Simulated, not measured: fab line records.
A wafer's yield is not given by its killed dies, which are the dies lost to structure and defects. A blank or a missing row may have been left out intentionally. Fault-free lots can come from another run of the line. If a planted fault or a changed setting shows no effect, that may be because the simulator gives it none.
fab line records | flow nand-harc | part 2 of 2: steps 19 to 27 of 27
[record] lots = 5 wafers = 15 last-day = 34
route steps=1302 shown P_GATE@145
lots with no fault: from the same line, run without faults
start-h: start of the lot's first displayed wafer, in hours after the record's first day | wait-h: hours from the lot's prior step to this one | " same as the row above | L1.1+2: a single row standing in for several wafers | - either no value or no given start | * or withheld: withheld | < > ~ a bound
route shown NAME@n: NAME is a module with steps in the file, n the number in the route of the first one | usual: mean/standard deviation taken from wafers without a fault | same: alike in all rows | chamber/n: place in a boat | sites: per-site readings | _std_site: standard deviation across them | _edge_site: the outer-site mean with the inner-site mean subtracted | radius-mm: for every site, how far away it sits from the centre of the wafer | mask NAME#n: copy n | behind: tool/chamber where the wafer was last shaped | hold: why the lot was held/for how many hours/how that ended | device: transistor that didn't switch, given as n, p or np | end of line: the tests these same wafers got at the end of their route | step lacking rows: just its recipe | killed: count of dies lost to structure and defects at first sort (not the wafer's yield) | map: shows each die of a wafer: x if killed, . if not, _ if none is there
set.NAME: setting as actually run; set.NAME@STEP: the setting as run at that earlier step | model.NAME: the simulator's own value behind a step, which no gauge read
lots at selected steps of the route; one table per step, one row per wafer
services: when a tool's chamber went out of use (start-h, in hours from the record's first day, below 0 if earlier), for how many hours, and the reason
[[steps]]
[step NHARC_P_GATE_HMDS_39]
[recipe] time-s = 30
[usual] chill-plate-temp-C = 22.99/0.092 exhaust-pa = 45.0/0.77
// columns lot.wafer tool chamber start-h wait-h chill-plate-temp-C exhaust-pa
L078.1 litho-track-05 0 - - 23.00 45.7
L078.2 " 0 " " 23.06 45.9
L078.4 " 0 " " 22.84 46.1
L081.1 litho-track-03 0 - - 22.92 44.7
L081.3 " 0 " " 23.06 45.4
L081.4 " 0 " " 23.03 45.1
L083.4 litho-track-05 0 - - 23.11 45.4
L083.5 " 0 " " 23.11 45.6
L083.6 " 0 " " 23.01 44.8
L089.1 litho-track-03 0 - - 22.86 45.2
L089.3 " 0 " " 22.87 45.2
L089.5 " 0 " " 22.96 44.8
L096.3 litho-track-07 0 - - 23.24 44.2
L096.4 " 0 " " 23.17 44.5
L096.5 " 0 " " 23.10 43.9
[step NHARC_P_GATE_COAT_40]
[recipe] spin-rpm = 3000
[usual] chill-plate-temp-C = 23.00/0.096 exhaust-pa = 44.9/0.9
// columns lot.wafer tool chamber start-h wait-h chill-plate-temp-C exhaust-pa
L078.1 litho-track-05 0 - - 23.02 43.1
L078.2 " 0 " " 23.13 45.2
L078.4 " 0 " " 22.87 44.6
L081.1 litho-track-03 0 - - 23.07 44.5
L081.3 " 0 " " 22.90 44.9
L081.4 " 0 " " 22.90 44.8
L083.4 litho-track-05 0 - - 23.04 44.0
L083.5 " 0 " " 23.08 43.4
L083.6 " 0 " " 23.11 44.7
L089.1 litho-track-03 0 - - 22.88 44.0
L089.3 " 0 " " 22.88 44.6
L089.5 " 0 " " 22.79 43.9
L096.3 litho-track-07 0 - - 22.99 43.3
L096.4 " 0 " " 22.93 43.8
L096.5 " 0 " " 23.20 44.1
[step NHARC_P_GATE_SOFTBAKE_41]
[recipe] temp-c = 122 time-s = 95
[usual] chill-plate-temp-C = 23.04/0.11 exhaust-pa = 44.9/0.91
// columns lot.wafer tool chamber start-h wait-h chill-plate-temp-C exhaust-pa
L078.1 litho-track-05 0 - - 23.08 44.9
L078.2 " 0 " " 22.91 44.2
L078.4 " 0 " " 22.92 44.5
L081.1 litho-track-03 0 - - 22.96 44.1
L081.3 " 0 " " 22.98 44.9
L081.4 " 0 " " 22.87 43.1
L083.4 litho-track-05 0 - - 22.93 45.4
L083.5 " 0 " " 22.84 45.5
L083.6 " 0 " " 23.01 45.6
L089.1 litho-track-03 0 - - 22.95 44.0
L089.3 " 0 " " 23.04 43.9
L089.5 " 0 " " 23.06 43.9
L096.3 litho-track-07 0 - - 23.14 46.0
L096.4 " 0 " " 22.99 45.1
L096.5 " 0 " " 23.01 44.9
[step NHARC_P_GATE_EBR_42]
[usual] chill-plate-temp-C = 22.98/0.092 exhaust-pa = 44.9/0.95
// columns lot.wafer tool chamber start-h wait-h chill-plate-temp-C exhaust-pa
L078.1 litho-track-05 0 - - 23.17 45.9
L078.2 " 0 " " 23.08 44.8
L078.4 " 0 " " 23.02 44.6
L081.1 litho-track-03 0 - - 22.91 44.1
L081.3 " 0 " " 22.86 43.7
L081.4 " 0 " " 22.79 44.2
L083.4 litho-track-05 0 - - 22.99 44.7
L083.5 " 0 " " 22.94 44.2
L083.6 " 0 " " 22.87 43.9
L089.1 litho-track-03 0 - - 23.10 43.6
L089.3 " 0 " " 23.05 43.1
L089.5 " 0 " " 22.96 42.7
L096.3 litho-track-07 0 - - 23.06 44.2
L096.4 " 0 " " 22.95 43.3
L096.5 " 0 " " 23.07 43.8
[step NHARC_P_GATE_EXPOSE_43]
[recipe] na = 0.6 target-cd-nm = 720 dose-mj = 14.81 mask-id = P_NSD
[usual] reticle-temp-C = 22.99/0.098
[same] na = 0.6
// columns lot.wafer tool chamber start-h wait-h mask reticle-temp-C
L078.1 krf-scanner-03 0 153.75 - P_NSD#0 23.04
L078.2 " 0 " " P_NSD#0 23.02
L078.4 " 0 " " P_NSD#0 22.83
L081.1 krf-scanner-02 0 176.55 - P_NSD#0 22.86
L081.3 " 0 " " P_NSD#0 22.94
L081.4 " 0 " " P_NSD#0 23.04
L083.4 krf-scanner-03 0 203.05 - P_NSD#0 23.04
L083.5 " 0 " " P_NSD#0 23.00
L083.6 " 0 " " P_NSD#0 22.93
L089.1 krf-scanner-04 0 262.08 - P_NSD#0 23.00
L089.3 " 0 " " P_NSD#0 22.97
L089.5 " 0 " " P_NSD#0 22.98
L096.3 krf-scanner-04 0 332.11 - P_NSD#0 22.79
L096.4 " 0 " " P_NSD#0 23.05
L096.5 " 0 " " P_NSD#0 22.88
[step NHARC_P_GATE_PEB_44]
[recipe] peb-temp-c = 118 peb-time-s = 85
[usual] chill-plate-temp-C = 23.00/0.097 exhaust-pa = 45.0/0.81
// columns lot.wafer tool chamber start-h wait-h chill-plate-temp-C exhaust-pa
L078.1 litho-track-07 0 153.81 0.1 23.08 45.3
L078.2 " 0 " " 23.03 45.1
L078.4 " 0 " " 22.92 44.2
L081.1 litho-track-03 0 176.61 0.1 23.06 44.8
L081.3 " 0 " " 23.03 45.6
L081.4 " 0 " " 23.06 43.3
L083.4 litho-track-07 0 203.10 0.0 23.09 44.2
L083.5 " 0 " " 22.85 46.2
L083.6 " 0 " " 22.96 45.2
L089.1 litho-track-05 0 262.15 0.1 23.09 43.8
L089.3 " 0 " " 23.10 45.2
L089.5 " 0 " " 23.05 45.3
L096.3 litho-track-07 0 332.16 0.1 22.96 44.5
L096.4 " 0 " " 22.99 43.6
L096.5 " 0 " " 22.97 44.0
[step NHARC_P_GATE_DEVELOP_45]
[recipe] time-s = 70
[usual] chill-plate-temp-C = 22.98/0.12 exhaust-pa = 45.1/0.93
// columns lot.wafer tool chamber start-h wait-h chill-plate-temp-C exhaust-pa
L078.1 litho-track-07 0 - - 23.06 43.7
L078.2 " 0 " " 23.00 47.3
L078.4 " 0 " " 23.03 46.5
L081.1 litho-track-03 0 - - 22.98 47.4
L081.3 " 0 " " 22.80 45.7
L081.4 " 0 " " 22.73 44.4
L083.4 litho-track-07 0 - - 23.07 44.0
L083.5 " 0 " " 23.14 45.5
L083.6 " 0 " " 22.97 44.3
L089.1 litho-track-05 0 - - 22.92 44.1
L089.3 " 0 " " 22.85 44.1
L089.5 " 0 " " 23.00 44.8
L096.3 litho-track-07 0 - - 23.07 43.9
L096.4 " 0 " " 22.98 43.9
L096.5 " 0 " " 23.04 43.9
[step NHARC_P_GATE_CD_MEAS_46]
[recipe] target-cd-nm = 720 landing-energy-ev = 500
[usual] cd-nm = 720.6/2.4
// columns lot.wafer tool chamber start-h wait-h cd-nm
L078.1 cd-sem-03 0 153.91 - 723.6
L078.2 " 0 " " 726.3
L078.4 " 0 " " 725.4
L081.1 cd-sem-02 0 176.70 - 718.6
L081.3 " 0 " " 718.2
L081.4 " 0 " " 721.8
L083.4 cd-sem-01 0 203.20 - 722.8
L083.5 " 0 " " 721.5
L083.6 " 0 " " 722.0
L089.1 cd-sem-03 0 262.24 - 720.4
L089.3 " 0 " " 720.1
L089.5 " 0 " " 720.3
L096.3 cd-sem-02 0 332.26 - 721.6
L096.4 " 0 " " 718.2
L096.5 " 0 " " 720.1
[step NHARC_P_GATE_HARDBAKE_47]
[recipe] temp-c = 125 time-s = 80
[usual] chill-plate-temp-C = 22.98/0.12 exhaust-pa = 45.1/0.83
// columns lot.wafer tool chamber start-h wait-h chill-plate-temp-C exhaust-pa
L078.1 litho-track-03 0 153.99 - 23.08 45.3
L078.2 " 0 " " 22.87 42.6
L078.4 " 0 " " 23.10 45.4
L081.1 litho-track-07 0 176.78 - 23.13 44.0
L081.3 " 0 " " 23.08 45.1
L081.4 " 0 " " 22.94 44.9
L083.4 litho-track-03 0 203.30 - 23.02 45.2
L083.5 " 0 " " 23.05 44.7
L083.6 " 0 " " 23.03 47.3
L089.1 litho-track-05 0 262.32 - 22.86 45.0
L089.3 " 0 " " 22.89 44.7
L089.5 " 0 " " 22.78 44.5
L096.3 litho-track-07 0 332.34 - 22.91 45.3
L096.4 " 0 " " 22.88 46.7
L096.5 " 0 " " 22.98 45.4
[[services]]
// columns tool chamber start-h hours kind
litho-track-05 - 124.00 7.0 pm
rie-diel-06 - 124.93 0.1 repair
rie-si-05 - 128.00 9.0 pm
rie-diel-06 - 130.27 9.0 pm
rie-diel-05 0 134.22 4.4 repair
rie-diel-05 2 155.74 2.8 repair
rie-si-05 1 169.01 2.3 repair
wet-bench-09 - 176.86 8.0 pm
wet-bench-06 - 193.60 8.0 pm
wet-bench-03 - 210.40 8.0 pm
rie-diel-06 2 213.22 6.0 repair
rie-diel-06 3 220.10 6.1 repair
rie-diel-05 - 229.66 9.0 pm
rie-diel-05 2 240.45 12.0 repair
litho-track-07 - 251.00 7.0 pm
rie-diel-12 - 268.40 9.0 pm
litho-track-03 - 275.00 7.0 pm
rie-diel-12 3 283.44 5.6 repair
rie-si-05 3 293.81 1.9 repair
rie-diel-06 2 294.14 7.0 repair
wet-bench-06 - 298.38 0.8 repair
ald-sin-04 1 298.47 2.1 repair
litho-track-05 - 299.00 7.0 pm
rie-diel-06 - 307.27 9.0 pm
